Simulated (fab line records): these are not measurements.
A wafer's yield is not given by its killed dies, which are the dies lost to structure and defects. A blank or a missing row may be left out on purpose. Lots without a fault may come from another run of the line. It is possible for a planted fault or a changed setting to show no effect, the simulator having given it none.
Which of the tools did it? + flow n5_finfet + 27 wafers from 10 lots sampled at 7 of the route's 1938 steps

== WHAT THE GAUGES SHOWED, per wafer ==
N5_FIN_SAQP_INSPECT_40: inspects for defects (brightfield).
| lot  | measured    | on                | raw_defect_count |
|------|-------------|-------------------|------------------|
| L948 | day 2 14:05 | defect_inspect-02 | 267 223          |
| L949 | day 2 21:04 | defect_inspect-02 | 210 342 242      |
| L950 | day 3 02:13 | defect_inspect-01 | 159 169 234      |
| L954 | day 4 02:07 | defect_inspect-02 | 314 371          |
| L955 | day 4 07:58 | defect_inspect-01 | 151 235 246      |
| L956 | day 4 14:38 | defect_inspect-02 | 291 201 236      |
| L962 | day 6 01:44 | defect_inspect-01 | 164 128 134      |
| L963 | day 6 08:13 | defect_inspect-01 | 530 558 481      |
| L965 | day 6 20:41 | defect_inspect-01 | 476 501 606      |
| L967 | day 7 08:23 | defect_inspect-01 | 276 309          |

N5_FIN_CUT_INSPECT_10: inspects for defects (brightfield).
| lot  | measured    | on                | raw_defect_count |
|------|-------------|-------------------|------------------|
| L948 | day 2 14:37 | defect_inspect-02 | 40 35            |
| L949 | day 2 21:34 | defect_inspect-01 | 47 62 39         |
| L950 | day 3 02:37 | defect_inspect-02 | 40 31 47         |
| L954 | day 4 02:38 | defect_inspect-01 | 56 73            |
| L955 | day 4 08:23 | defect_inspect-02 | 32 40 55         |
| L956 | day 4 15:10 | defect_inspect-02 | 44 33 29         |
| L962 | day 6 02:07 | defect_inspect-01 | 36 33 36         |
| L963 | day 6 08:44 | defect_inspect-01 | 342 325 320      |
| L965 | day 6 21:14 | defect_inspect-02 | 338 330 357      |
| L967 | day 7 08:46 | defect_inspect-02 | 57 68            |

N5_FIN_CUT_INSPECT_17: inspects for defects (brightfield).
| lot  | measured    | on                | raw_defect_count |
|------|-------------|-------------------|------------------|
| L948 | day 2 15:33 | defect_inspect-02 | 269 230          |
| L949 | day 2 22:32 | defect_inspect-01 | 210 311 225      |
| L950 | day 3 03:46 | defect_inspect-02 | 174 181 248      |
| L954 | day 4 03:40 | defect_inspect-01 | 303 376          |
| L955 | day 4 10:13 | defect_inspect-01 | 154 248 231      |
| L956 | day 4 16:07 | defect_inspect-02 | 294 211 217      |
| L962 | day 6 03:04 | defect_inspect-01 | 163 122 146      |
| L963 | day 6 10:07 | defect_inspect-01 | 521 548 492      |
| L965 | day 6 22:11 | defect_inspect-01 | 465 490 595      |
| L967 | day 7 09:43 | defect_inspect-02 | 274 320          |

== WHICH TOOL RAN EACH LOT (tool, then ch and the chambers of the sampled wafers, then the start) ==
| lot  | N5_FIN_SAQP_SPACER1_ETCHBACK_25   | N5_FIN_SAQP_ETCH_69               | N5_FIN_SAQP_ETCH_67               | N5_FIN_SAQP_ETCH_64             |
|------|-----------------------------------|-----------------------------------|-----------------------------------|---------------------------------|
| L948 | rie_diel-06 ch 1, day 2 11:38     | rie_diel-06 ch 1, day 2 12:41     | rie_diel-06 ch 1, day 2 12:44     | rie_si-05 ch 0,3, day 2 13:49   |
| L949 | rie_diel-02 ch 0,2,3, day 2 18:43 | rie_diel-02 ch 1,2, day 2 19:39   | rie_diel-02 ch 1,2, day 2 19:43   | rie_si-05 ch 0,1,2, day 2 20:47 |
| L950 | rie_diel-06 ch 0,1, day 2 23:53   | rie_diel-02 ch 1,3, day 3 00:49   | rie_diel-02 ch 1,3, day 3 00:52   | rie_si-04 ch 0,1,2, day 3 01:57 |
| L954 | rie_diel-04 ch 1,2, day 3 23:46   | rie_diel-06 ch 0,1, day 4 00:41   | rie_diel-06 ch 0,1, day 4 00:45   | rie_si-04 ch 0,2, day 4 01:51   |
| L955 | rie_diel-04 ch 0,1,3, day 4 05:31 | rie_diel-06 ch 1,2, day 4 06:26   | rie_diel-06 ch 1,2, day 4 06:29   | rie_si-04 ch 1,2,3, day 4 07:42 |
| L956 | rie_diel-04 ch 0,1,2, day 4 12:12 | rie_diel-04 ch 0,1,2, day 4 13:12 | rie_diel-04 ch 0,1,2, day 4 13:16 | rie_si-03 ch 0,2,3, day 4 14:22 |
| L962 | rie_diel-06 ch 0,2, day 5 23:23   | rie_diel-04 ch 0,1,3, day 6 00:19 | rie_diel-04 ch 0,1,3, day 6 00:23 | rie_si-03 ch 0,1, day 6 01:28   |
| L963 | rie_diel-02 ch 0,2,3, day 6 05:31 | rie_diel-06 ch 0,3, day 6 06:26   | rie_diel-06 ch 0,3, day 6 06:30   | rie_si-03 ch 0,2,3, day 6 07:57 |
| L965 | rie_diel-04 ch 1,2,3, day 6 18:11 | rie_diel-06 ch 0,2,3, day 6 19:06 | rie_diel-06 ch 0,2,3, day 6 19:10 | rie_si-03 ch 0,2,3, day 6 20:25 |
| L967 | rie_diel-06 ch 0, day 7 06:02     | rie_diel-02 ch 2,3, day 7 06:58   | rie_diel-02 ch 2,3, day 7 07:01   | rie_si-05 ch 0,3, day 7 08:07   |
- N5_FIN_SAQP_SPACER1_ETCHBACK_25: etches SiO2 in CHF3/O2, target depth 24.4 nm, time 12.2 s.
- N5_FIN_SAQP_ETCH_69: etches SOC in N2/H2, stops on SiNx, target depth 150 nm.
- N5_FIN_SAQP_ETCH_67: etches SiNx in CH3F/O2, target depth 30 nm.
- N5_FIN_SAQP_ETCH_64: etches SiO2 in CF4, target depth 1.5 nm.

== WHAT THE TOOLS THEMSELVES READ (means of the sampled wafers that have a number; where no wafer has one, the mark that the record gives instead) ==
N5_FIN_SAQP_SPACER1_ETCHBACK_25.
| lot  | tool        | drypump_motor_current_A (A) | oes_product_au (a.u.) | rf_fwd_power_W (W) | rf_vpp_V (V) | showerhead_plenum_p_Torr (Torr) | throttle_valve_pct (%) |
|------|-------------|-----------------------------|-----------------------|--------------------|--------------|---------------------------------|------------------------|
| L948 | rie_diel-06 | 6.1                         | 0.71                  | 646.2              | 520          | 2.49                            | 19.25                  |
| L949 | rie_diel-02 | 5.4                         | 0.78                  | 644.9              | 520          | 2.49                            | 19.04                  |
| L950 | rie_diel-06 | 6.0                         | 0.70                  | 643.7              | 517          | 2.48                            | 19.08                  |
| L954 | rie_diel-04 | 5.8                         | 0.86                  | 646.7              | 525          | 2.38                            | 18.82                  |
| L955 | rie_diel-04 | 5.7                         | 0.84                  | 644.2              | 529          | 2.41                            | 18.96                  |
| L956 | rie_diel-04 | 6.0                         | 0.83                  | 645.0              | 525          | 2.37                            | 18.83                  |
| L962 | rie_diel-06 | 5.5                         | 0.72                  | 646.4              | 517          | 2.37                            | 19.16                  |
| L963 | rie_diel-02 | 5.4                         | 0.84                  | 647.5              | 520          | 2.48                            | 18.98                  |
| L965 | rie_diel-04 | 5.8                         | 0.79                  | 645.0              | 528          | 2.39                            | 18.98                  |
| L967 | rie_diel-06 | 5.9                         | 0.67                  | 646.8              | 516          | 2.46                            | 19.06                  |

N5_FIN_SAQP_ETCH_69.
| lot  | tool        | drypump_motor_current_A (A) | n2_flow_sccm (sccm) | oes_product_au (a.u.) | rf_fwd_power_W (W) | rf_vpp_V (V) | showerhead_plenum_p_Torr (Torr) | throttle_valve_pct (%) |
|------|-------------|-----------------------------|---------------------|-----------------------|--------------------|--------------|---------------------------------|------------------------|
| L948 | rie_diel-06 | 6.1                         | 200.6               | 0.71                  | 845                | 241.1        | 2.61                            | 18.04                  |
| L949 | rie_diel-02 | 5.2                         | 200.5               | 0.75                  | 841                | 240.9        | 2.57                            | 17.87                  |
| L950 | rie_diel-02 | 5.6                         | 199.9               | 0.80                  | 848                | 241.8        | 2.67                            | 17.89                  |
| L954 | rie_diel-06 | 6.0                         | 200.0               | 0.69                  | 844                | 241.4        | 2.60                            | 17.97                  |
| L955 | rie_diel-06 | 5.6                         | 200.5               | 0.73                  | 843                | 239.5        | 2.48                            | 18.02                  |
| L956 | rie_diel-04 | 6.0                         | 199.9               | 0.83                  | 844                | 239.7        | 2.50                            | 17.72                  |
| L962 | rie_diel-04 | 5.8                         | 199.6               | 0.81                  | 845                | 240.9        | 2.52                            | 17.84                  |
| L963 | rie_diel-06 | 5.9                         | 200.1               | 0.68                  | 842                | 240.1        | 2.54                            | 18.20                  |
| L965 | rie_diel-06 | 5.7                         | 200.2               | 0.69                  | 843                | 240.8        | 2.50                            | 18.11                  |
| L967 | rie_diel-02 | 5.4                         | 199.7               | 0.78                  | 842                | 241.6        | 2.60                            | 17.79                  |

N5_FIN_SAQP_ETCH_67.
| lot  | tool        | drypump_motor_current_A (A) | oes_product_au (a.u.) | rf_fwd_power_W (W) | rf_vpp_V (V) | showerhead_plenum_p_Torr (Torr) | throttle_valve_pct (%) |
|------|-------------|-----------------------------|-----------------------|--------------------|--------------|---------------------------------|------------------------|
| L948 | rie_diel-06 | 6.1                         | 0.71                  | 390.2              | 294          | 2.07                            | 16.70                  |
| L949 | rie_diel-02 | 5.2                         | 0.75                  | 392.6              | 291          | 2.04                            | 16.48                  |
| L950 | rie_diel-02 | 5.7                         | 0.80                  | 392.5              | 287          | 2.10                            | 16.46                  |
| L954 | rie_diel-06 | 6.0                         | 0.70                  | 390.6              | 294          | 2.06                            | 16.61                  |
| L955 | rie_diel-06 | 5.5                         | 0.74                  | 391.7              | 294          | 1.98                            | 16.70                  |
| L956 | rie_diel-04 | 6.0                         | 0.84                  | 390.7              | 298          | 1.97                            | 16.28                  |
| L962 | rie_diel-04 | 5.7                         | 0.83                  | 389.2              | 300          | 1.99                            | 16.42                  |
| L963 | rie_diel-06 | 5.9                         | 0.69                  | 389.1              | 295          | 2.01                            | 16.86                  |
| L965 | rie_diel-06 | 5.7                         | 0.70                  | 390.8              | 295          | 1.98                            | 16.76                  |
| L967 | rie_diel-02 | 5.4                         | 0.78                  | 389.8              | 294          | 2.05                            | 16.34                  |

N5_FIN_SAQP_ETCH_64.
| lot  | tool      | cf4_flow_sccm (sccm) | drypump_motor_current_A (A) | oes_product_au (a.u.) | rf_fwd_power_W (W) | throttle_valve_pct (%) |
|------|-----------|----------------------|-----------------------------|-----------------------|--------------------|------------------------|
| L948 | rie_si-05 | 80.17                | 5.7                         | 0.996                 | 783                | 21.77                  |
| L949 | rie_si-05 | 80.05                | 5.9                         | 1.030                 | 778                | 21.93                  |
| L950 | rie_si-04 | 80.09                | 6.5                         | 1.004                 | 784                | 21.71                  |
| L954 | rie_si-04 | 79.70                | 6.3                         | 0.978                 | 785                | 21.76                  |
| L955 | rie_si-04 | 80.01                | 6.2                         | 1.006                 | 787                | 21.82                  |
| L956 | rie_si-03 | 79.95                | 5.8                         | 1.015                 | 781                | 21.78                  |
| L962 | rie_si-03 | 79.96                | 6.3                         | 1.038                 | 783                | 21.81                  |
| L963 | rie_si-03 | 79.81                | 5.8                         | 1.009                 | 784                | 21.76                  |
| L965 | rie_si-03 | 79.81                | 5.8                         | 1.008                 | 783                | 21.78                  |
| L967 | rie_si-05 | 79.85                | 5.8                         | 0.994                 | 782                | 21.77                  |

== THE ANSWER, worked out from the rows above alone ==
Rule: what is usual is taken from the lots themselves. Put in order of their means at a reading, lots are off if they are a third of the lots or fewer, leave a main group of 4 or more, and stand apart from it by a gap of 3 or more times the standard deviation of the main group's means; of several such gaps the widest counts. The tables above print the reading to a certain number of digits; a main group whose means all agree to those digits is not used. Also off: a lot with no number at a reading for which 4 or more lots have one. The other lots that the step has rows for count as sound. First the gauges in route order, then the tools' own readings, where a lot's mean is used as printed above. The first step at which some lot is off is used, and at that step the reading that is off furthest; a lot without a number counts as furthest.
Off at N5_FIN_SAQP_INSPECT_40 (raw_defect_count): L963, L965. Mean 241 and standard deviation 58 in the main group.
If a tool, at a process step before that reading, ran all the lots that are off and no sound lot after the first of them, it fits. Those tools and the gauges at N5_FIN_SAQP_INSPECT_40 are tried in the same way. This does not decide it: 2 tools fit, namely rie_diel-06 at N5_FIN_SAQP_ETCH_69 and N5_FIN_SAQP_ETCH_67 and rie_si-03 at N5_FIN_SAQP_ETCH_64.

== WHAT THE SIMULATOR HAD INSERTED ==
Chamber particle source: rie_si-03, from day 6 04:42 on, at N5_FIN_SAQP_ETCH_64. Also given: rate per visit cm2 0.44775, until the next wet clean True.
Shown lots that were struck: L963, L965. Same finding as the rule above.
